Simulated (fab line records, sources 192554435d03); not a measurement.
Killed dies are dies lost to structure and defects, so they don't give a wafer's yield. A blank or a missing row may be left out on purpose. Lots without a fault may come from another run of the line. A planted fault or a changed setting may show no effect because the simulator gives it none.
fab line records | flow n5_finfet
record lots=11 wafers=31 last_day=17
route steps=1938 shown BEOL_M14@1733
lots that met no fault: from a run of the same line without faults
start_h: hours from the record's first day to the start of the lot's first wafer shown | wait_h: hours since the lot's step before | " the same as in the row above | L1.1+2: a row that stands for several wafers | - no value, or no start given | * or withheld: withheld | < > ~ a bound
route shown NAME@n: a module of which the file shows steps, and the number in the route of the first | usual: mean/standard deviation of fault-free wafers | same: alike in all rows | chamber/n: place in a boat | sites: the reading at each site | _std_site: their standard deviation | _edge_site: outer sites' mean less inner sites' | radius_mm: how far each site lies from the wafer's centre | mask NAME#n: copy n | behind: the tool/chamber that last shaped the wafer | hold: why the lot was held/for how many hours/how that ended | device: the transistor (n, p or np) that didn't switch | end of line: the same wafers' tests at the end of the route | a step without rows: its recipe alone | killed: dies lost to structure and defects at the first sort, not the wafer's yield | map: a wafer's dies, x killed, . not, _ none there
set.NAME: the setting as run; set.NAME@STEP: as run at that earlier step | model.NAME: the simulator's own value behind a step, which no gauge read
steps of the route over a sample of lots; a table a step, a row a wafer
services: from which hour (start_h, from the record's first day; less than 0 if before it) a tool's chamber was out of use, for how many hours, and why
## steps
# step N5_BEOL_M14_STRIP_64
# recipe chemistry=O2 power_w=600 temp_c=60 pressure_mtorr=30 rf_frequency_hz=6e+07 bias_power_w=0 overash_fraction=0.3 o2_flow_sccm=225
# usual drypump_motor_current_A=5.8/0.5 oes_product_au=0.77/0.082 rf_vpp_V=3.6/0.48 showerhead_plenum_p_Torr=2.12/0.048 throttle_valve_pct=16.8/0.3
# same overash_fraction=0.3
# columns lot.wafer tool chamber start_h wait_h drypump_motor_current_A oes_product_au rf_hours_counter_h rf_vpp_V showerhead_plenum_p_Torr throttle_valve_pct
L334.3 rie_diel-05 2 - - 4.9 0.72 205 3.8 2.17 16.5
L334.4 " 0 " " 5.5 0.76 139 3.7 2.11 17.0
L334.6 " 2 " " 4.9 0.72 - 3.8 2.17 16.5
L333.3 rie_diel-02 1 - - 6.3 0.70 243 4.3 2.05 16.5
L333.5 " 1 " " 6.3 0.69 - 4.1 2.05 16.5
L333.6 " 0 " " 6.6 0.83 - 3.8 2.20 16.6
L335.3 rie_diel-02 2 - - 5.1 0.70 207 4.4 2.09 17.2
L335.4 " 3 " " 5.9 0.73 145 4.7 2.10 17.0
L335.6 " 1 " " 6.3 0.68 - 3.1 2.05 16.5
L336.2 rie_diel-02 3 - - 5.9 0.73 148 3.3 2.10 17.0
L336.5 " 3 " " 5.9 0.73 - 3.4 2.10 17.0
L337.1 rie_diel-06 3 - - 5.7 0.80 117 4.5 2.12 16.9
L337.3 " 2 " " 5.5 0.75 149 4.6 2.08 16.6
L337.6 " 1 " " 5.7 0.68 - 3.9 2.17 16.9
L338.1 rie_diel-02 0 - - 6.6 0.82 92 3.5 2.19 16.7
L338.3 " 2 " " 5.1 0.69 218 3.3 2.09 17.2
L338.5 " 1 " " 6.3 0.99 - 4.3 2.05 16.0
L342.3 rie_diel-06 1 - - 5.7 0.67 245 3.4 2.16 16.9
L342.4 " 2 " " 5.5 0.75 - 4.0 2.08 16.6
L343.3 rie_diel-06 3 - - 5.7 0.78 129 3.4 2.11 16.9
L343.4 " 2 " " 5.5 0.74 162 3.3 2.08 16.6
L343.6 " 1 " " 5.7 0.66 - 4.6 2.16 16.9
L345.2 rie_diel-05 1 - - 6.2 0.79 133 3.7 2.11 16.9
L345.3 " 2 " " 4.9 0.70 233 3.9 2.16 16.6
L345.5 " 1 " " 6.2 0.80 - 3.0 2.11 16.9
L346.3 rie_diel-05 2 - - 4.9 0.70 237 3.8 2.16 16.6
L346.4 " 0 " " 5.5 0.74 170 4.3 2.10 17.0
L346.5 " 0 " " 5.5 0.75 - 3.7 2.10 17.0
L356.1 rie_diel-02 3 - - 5.9 0.70 195 4.1 2.08 17.1
L356.3 " 1 " " 6.3 0.88 41 3.9 2.04 16.1
L356.5 " 3 " " 5.9 0.70 - 2.9 2.08 17.1
# step N5_BEOL_M14_INSPECT_30
# recipe mode=adi inspect_instrument=macro
# usual raw_defect_count=2.3/1.4
# columns lot.wafer tool chamber start_h wait_h raw_defect_count
L334.3 defect_inspect-01 - 235.69 0.0 0
L334.4 " - " " 1
L334.6 " - " " 3
L333.3 defect_inspect-01 - 236.28 0.0 2
L333.5 " - " " 2
L333.6 " - " " 1
L335.3 defect_inspect-02 - 251.73 0.0 2
L335.4 " - " " 3
L335.6 " - " " 3
L336.2 defect_inspect-02 - 257.22 0.0 3
L336.5 " - " " 1
L337.1 defect_inspect-02 - 263.88 0.0 2
L337.3 " - " " 7
L337.6 " - " " 4
L338.1 defect_inspect-02 - 274.96 0.0 5
L338.3 " - " " 3
L338.5 " - " " 3
L342.3 defect_inspect-02 - 292.99 0.0 2
L342.4 " - " " 0
L343.3 defect_inspect-02 - 300.46 0.0 2
L343.4 " - " " 1
L343.6 " - " " 1
L345.2 defect_inspect-01 - 304.76 0.0 3
L345.3 " - " " 1
L345.5 " - " " 2
L346.3 defect_inspect-02 - 317.79 0.0 5
L346.4 " - " " 3
L346.5 " - " " 1
L356.1 defect_inspect-01 - 380.86 0.0 2
L356.3 " - " " 2
L356.5 " - " " 4
# step N5_BEOL_M14_SPUTTER_43
# recipe material=TaN target_thk_a=150 temp_c=50 bias_v=168.6 power_w=15000 chamber_pressure_pa=0.12 time_s=24.19
# usual cathode_dc_power_W=15000/2.9 throttle_valve_pct=30.0/1.2
# columns lot.wafer tool chamber start_h wait_h cathode_dc_power_W throttle_valve_pct
L334.3 pvd_sputter-03 - 237.09 0.0 14997 29.8
L334.4 " - " " 14998 30.4
L334.6 " - " " 15000 30.3
L333.3 pvd_sputter-02 - 237.42 0.0 14998 29.8
L333.5 " - " " 14998 30.0
L333.6 " - " " 15000 26.8
L335.3 pvd_sputter-03 - 253.63 0.0 14995 30.0
L335.4 " - " " 14999 30.3
L335.6 " - " " 14999 30.0
L336.2 pvd_sputter-01 - 260.81 0.0 14997 31.2
L336.5 " - " " 15000 29.2
L337.1 pvd_sputter-02 - 270.23 0.0 14996 29.8
L337.3 " - " " 14997 28.7
L337.6 " - " " 15002 28.8
L338.1 pvd_sputter-03 - 276.38 0.0 14996 32.0
L338.3 " - " " 14997 30.0
L338.5 " - " " 14998 32.0
L342.3 pvd_sputter-03 - 295.46 0.0 15000 31.9
L342.4 " - " " 14997 29.8
L343.3 pvd_sputter-03 - 302.32 0.0 15001 30.3
L343.4 " - " " 15000 30.3
L343.6 " - " " 14996 29.9
L345.2 pvd_sputter-01 - 306.40 0.0 14999 29.3
L345.3 " - " " 15002 29.4
L345.5 " - " " 15002 29.0
L346.3 pvd_sputter-01 - 321.92 0.0 15001 31.2
L346.4 " - " " 15000 30.9
L346.5 " - " " 14996 31.6
L356.1 pvd_sputter-03 - 382.51 0.0 15007 30.0
L356.3 " - " " 15005 32.1
L356.5 " - " " 14998 30.0
# step N5_BEOL_M14_ANNEAL_48
# recipe temp_c=225 time_s=90 ambient=N2
# usual wafer_temp_C_max=226.3/0.43
# columns lot.wafer tool chamber start_h wait_h wafer_temp_C_max
L334.3 rtp_anneal-01 0 238.01 0.5 226.7
L334.4 " 0 " " 226.4
L334.6 " 0 " " 226.7
L333.3 rtp_anneal-02 0 238.38 0.6 226.0
L333.5 " 0 " " 226.0
L333.6 " 0 " " 225.9
L335.3 rtp_anneal-01 0 254.19 0.2 226.3
L335.4 " 0 " " 226.7
L335.6 " 0 " " 226.5
L336.2 rtp_anneal-02 0 261.32 0.2 225.5
L336.5 " 0 " " 225.5
L337.1 rtp_anneal-02 0 270.69 0.1 225.4
L337.3 " 0 " " 225.7
L337.6 " 0 " " 225.8
L338.1 rtp_anneal-01 0 276.85 0.1 226.5
L338.3 " 0 " " 226.3
L338.5 " 0 " " 226.7
L342.3 rtp_anneal-01 0 296.01 0.2 226.4
L342.4 " 0 " " 226.8
L343.3 rtp_anneal-01 0 302.87 0.2 226.1
L343.4 " 0 " " 226.6
L343.6 " 0 " " 226.5
L345.2 rtp_anneal-01 0 306.91 0.2 226.5
L345.3 " 0 " " 226.9
L345.5 " 0 " " 227.1
L346.3 rtp_anneal-01 0 322.89 0.6 226.1
L346.4 " 0 " " 226.4
L346.5 " 0 " " 226.7
L356.1 rtp_anneal-01 0 382.97 0.1 226.9
L356.3 " 0 " " 226.4
L356.5 " 0 " " 226.5
# step N5_BEOL_M14_CMP_49
# recipe stop_on=SiO2 t_overpolish_s=5.2 down_force_psi=2 platen_rpm=80 clearing_platen_down_force_psi=2 clearing_platen_rpm=80 post_cmp_clean=cu_alkaline target_thk_nm=560 clearing_platen_pad_velocity_m_s=1.5917 pad_velocity_m_s=1.5917
# usual barrier_field_endpoint_s=11.39/0.27 clearing_platen_rpm=80.00/0.04 motor_current_A=8.2/0.85 pad_life_wafers=909/540 slurry_flow_ml_min=150.0/0.5
# columns lot.wafer tool chamber start_h wait_h barrier_field_endpoint_s clearing_platen_rpm motor_current_A pad_life_wafers slurry_flow_ml_min
L334.3 cmp-01 3 238.30 0.3 11.13 80.00 7.4 1070 151.2
L334.4 " 0 " " 11.42 79.99 7.7 1071 149.3
L334.6 " 1 " " 11.17 80.01 8.3 - 149.6
L333.3 cmp-01 3 238.60 0.2 11.07 80.06 7.9 1074 150.5
L333.5 " 3 " " 11.15 80.05 7.9 - 150.6
L333.6 " 0 " " 11.86 79.99 7.9 - 149.9
L335.4 cmp-04 0 254.39 0.1 11.32 80.05 9.0 564 150.3
L335.3 " 3 " " 11.04 79.95 9.4 567 149.1
L335.6 " 1 " " 11.29 79.95 7.5 - 149.8
L336.2 cmp-01 0 261.61 0.2 11.52 80.01 8.5 1285 150.1
L336.5 " 0 " " 11.70 80.05 7.9 - 150.0
L337.3 cmp-03 1 270.99 0.2 11.62 80.00 9.5 126 149.7
L337.1 " 3 " " 11.56 79.94 7.9 128 150.0
L337.6 " 2 " " 11.41 80.02 6.6 - 149.6
L338.3 cmp-04 3 277.16 0.2 11.05 79.99 8.9 720 149.9
L338.1 " 2 " " 11.58 80.09 7.9 723 150.0
L338.5 " 0 " " 11.68 80.08 9.6 - 149.7
L342.4 cmp-04 1 296.30 0.2 11.46 79.98 7.0 884 149.9
L342.3 " 2 " " 11.53 80.00 7.4 885 150.8
L343.4 cmp-03 3 303.08 0.1 11.28 80.03 7.9 366 149.7
L343.3 " 2 " " 11.01 79.97 6.9 369 150.3
L343.6 " 0 " " 11.04 80.03 8.9 - 150.1
L345.2 cmp-03 1 307.17 0.2 10.92 79.96 9.7 396 149.1
L345.3 " 2 " " 10.81 79.90 6.6 397 149.7
L345.5 " 2 " " 10.90 79.95 6.9 - 148.8
L346.3 cmp-04 1 323.15 0.2 10.94 80.00 7.1 1087 149.9
L346.4 " 2 " " 10.56 79.99 7.5 1088 150.0
L346.5 " 1 " " 11.09 80.03 7.3 - 149.5
L356.3 cmp-03 0 383.27 0.2 11.59 79.92 8.7 1020 150.0
L356.1 " 3 " " 11.44 79.99 8.1 1023 150.6
L356.5 " 1 " " 11.43 79.96 9.4 - 149.8
## services
# columns tool chamber start_h hours kind
cmp-03 - 222.71 2.0 repair
cmp-04 - 223.82 2.0 repair
rie_diel-02 2 226.34 13.2 repair
rie_diel-06 1 233.21 4.6 repair
rie_diel-06 - 242.52 0.3 repair
cmp-01 - 245.17 0.8 repair
cmp-03 - 249.92 4.0 pm
cmp-04 - 254.89 5.3 pm
cmp-03 - 269.87 0.8 repair
cmp-03 - 277.03 0.6 repair
cmp-01 - 278.41 0.9 repair
rie_diel-06 0 289.58 6.3 repair
cmp-03 - 290.48 0.4 repair
rie_diel-05 3 300.97 6.5 repair
cmp-01 - 308.00 1.2 repair
rie_diel-02 0 313.14 13.1 repair
cmp-03 - 318.91 0.3 repair
cmp-04 - 335.44 0.7 repair
cmp-01 - 357.87 4.0 pm
cmp-03 - 358.35 1.5 repair
cmp-04 - 359.68 1.9 repair
cmp-01 - 368.23 8.7 pm
cmp-01 - 376.94 4.4 pm
cmp-01 - 382.25 8.5 repair
## key
first_sign step=N5_BEOL_M14_CMP_49 reading=barrier_field_endpoint_s direction=down sigmas=3 usual=11.39 struck=10.56
effect none on later readings
met_at N5_BEOL_M14_SPUTTER_43
struck_lots L346
struck_wafers L346.4
baseline_loss step=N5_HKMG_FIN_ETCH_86 wafers=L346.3
not_acting_at N5_BEOL_M14_STRIP_64,N5_BEOL_M14_INSPECT_30,N5_BEOL_M14_ANNEAL_48
onset_between 306.40 321.92
fault kind=process_parameter_drift tool=pvd_sputter-01 chamber=- onset_h=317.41 steps=N5_BEOL_M14_SPUTTER_43 channel=time_s offset=* shape=step end_h=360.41 scope=struck_wafers_only acts_in=* stated=*
# baseline_loss: these wafers lose ten dies or more at that step, a loss of the line's own and not of a fault; the sort's usual values leave them out
